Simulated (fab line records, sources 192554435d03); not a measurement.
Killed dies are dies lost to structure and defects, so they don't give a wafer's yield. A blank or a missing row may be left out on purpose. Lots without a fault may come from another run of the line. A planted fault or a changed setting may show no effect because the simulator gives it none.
Chamber matching | flow n5_finfet | N5_FIN_SAQP_ETCH_51 on rie_diel-01: 4 sister chambers
The step etches SiARC in CF4, target depth 45.5 nm, time 75.8 s. 8 wafers are shown with their chamber, then 7 later ones without.

WAFERS WITH THEIR CHAMBER
wafer  | chamber | showerhead_plenum_p_Torr (Torr) | throttle_valve_pct (%)
L082.3 | 2       | 2.10                            | 15.62
L089.4 | 3       | 2.16                            | 15.70
L089.5 | 1       | 2.17                            | 15.49
L090.1 | 3       | 2.16                            | 15.70
L090.4 | 2       | 2.10                            | 15.64
L090.5 | 0       | 2.25                            | 15.55
L094.1 | 1       | 2.16                            | 15.51
L094.4 | 0       | 2.25                            | 15.56

WAFERS WITHOUT THEIR CHAMBER
wafer  | showerhead_plenum_p_Torr (Torr) | throttle_valve_pct (%)
L094.5 | 2.25                            | 15.58
L095.1 | 2.15                            | 15.72
L095.2 | 2.16                            | 15.51
L095.4 | 2.25                            | 15.58
L096.1 | 2.09                            | 15.67
L096.2 | 2.15                            | 15.74
L096.3 | 2.25                            | 15.58

WHICH CHAMBER EACH WENT THROUGH
wafer  | from the rows above | in truth
L094.5 | 0                   | 0
L095.1 | 3                   | 3
L095.2 | 1                   | 1
L095.4 | 0                   | 0
L096.1 | 2                   | 2
L096.2 | 3                   | 3
L096.3 | 0                   | 0
Placed correctly: 7 of 7. Can't be placed from these rows: 0. Placed wrongly: 0.
How it was worked out, from the rows above alone: a wafer's distance from a chamber is the root of the sum, over the readings, of the square of ((its reading less the chamber's mean) divided by the reading's scatter). The wafer belongs to the nearest chamber; if the next one is less than 2 further off, it can't be placed. A chamber's mean is the mean of its shown wafers. The scatter: the root of (the sum of the squares of (reading less its chamber's mean) over the shown wafers, divided by (wafers less chambers)).
